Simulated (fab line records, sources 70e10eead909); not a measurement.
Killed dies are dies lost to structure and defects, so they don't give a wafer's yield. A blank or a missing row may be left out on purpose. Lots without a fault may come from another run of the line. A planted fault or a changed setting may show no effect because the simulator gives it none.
Chamber matching | flow nand_harc | NHARC_P_CONTACT_STRIP_28 on rie_diel-11: 4 sister chambers
The step strips in O2. 4 wafers are shown with their chamber, then 12 later ones without.

WAFERS WITH THEIR CHAMBER
wafer  | chamber | oes_product_au (a.u.)
L085.1 | 3       | 1.006
L086.5 | 0       | 0.989
L089.4 | 2       | 0.999
L089.6 | 1       | 1.009

WAFERS WITHOUT THEIR CHAMBER
wafer  | oes_product_au (a.u.)
L091.4 | 0.998
L091.5 | 0.991
L091.6 | 1.018
L094.1 | 1.025
L094.2 | 1.011
L094.5 | 1.010
L096.1 | 1.008
L096.2 | 1.008
L096.6 | 1.021
L097.3 | 1.001
L097.4 | 1.010
L097.6 | 1.010

WHICH CHAMBER EACH WENT THROUGH
wafer  | from the rows above               | in truth
L091.4 | can't be placed: 2 or 3 or 0 or 1 | 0
L091.5 | can't be placed: 0 or 2           | 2
L091.6 | can't be placed: 1 or 3 or 2      | 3
L094.1 | can't be placed: 1 or 3 or 2      | 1
L094.2 | can't be placed: 1 or 3 or 2      | 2
L094.5 | can't be placed: 1 or 3 or 2      | 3
L096.1 | can't be placed: 1 or 3 or 2      | 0
L096.2 | can't be placed: 1 or 3 or 2      | 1
L096.6 | can't be placed: 1 or 3 or 2      | 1
L097.3 | can't be placed: 2 or 3 or 1 or 0 | 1
L097.4 | can't be placed: 1 or 3 or 2      | 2
L097.6 | can't be placed: 1 or 3 or 2      | 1
Placed correctly: 0 of 12. Can't be placed from these rows: 12 (the true chamber is among the candidates in 11). Placed wrongly: 0.
How it was worked out, from the rows above alone: a wafer's distance from a chamber is the root of the sum, over the readings, of the square of ((its reading less the chamber's mean) divided by the reading's scatter). The wafer belongs to the nearest chamber; if the next one is less than 2 further off, it can't be placed. A chamber's mean is the mean of its shown wafers. The scatter: with one shown wafer a chamber, the root of the mean of the squares of how far each hidden wafer lies from its nearest shown one.
